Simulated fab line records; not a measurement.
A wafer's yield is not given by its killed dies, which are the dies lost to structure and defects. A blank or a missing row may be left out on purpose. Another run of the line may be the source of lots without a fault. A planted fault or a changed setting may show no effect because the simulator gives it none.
Matching of chambers	flow n5-finfet	4 sister chambers for N5_STI_FIN_REVEAL_ALD_14 on ald-sin-02
The step deposits Si3N4, target thk 3 nm. 4 wafers are shown with their chamber, then 7 later ones without.

EACH WAFER AND ITS CHAMBER
wafer	chamber	heater-power-w (W)
L076.1	0	802
L079.5	2	906
L081.1	3	859
L081.2	1	788

WAFERS WHOSE CHAMBER IS MISSING
wafer	heater-power-w (W)
L081.3	780
L083.1	869
L083.2	784
L083.4	869
L086.2	871
L086.3	791
L086.4	796

WHICH CHAMBER EACH ONE RAN IN
wafer	from the rows above	in truth
L081.3	can't be placed: 1 or 0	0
L083.1	3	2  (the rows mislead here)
L083.2	can't be placed: 1 or 0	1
L083.4	3	3
L086.2	3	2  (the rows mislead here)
L086.3	can't be placed: 1 or 0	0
L086.4	can't be placed: 0 or 1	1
Placed correctly: 1 of 7. These rows do not allow placing 4 (true chamber among the candidates in 4). Placed wrongly: 2.
How it was worked out, from the rows above alone: a wafer's distance from a chamber is the root of the sum, over the readings, of the square of ((its reading less the chamber's mean) divided by the reading's scatter). If the next closest chamber is less than 2 further off than the closest, the wafer can't be placed; otherwise it belongs to the closest. Each chamber's mean is taken over the wafers shown for it. The scatter: with one shown wafer a chamber, the root of the mean of the squares of how far each hidden wafer lies from its nearest shown one.
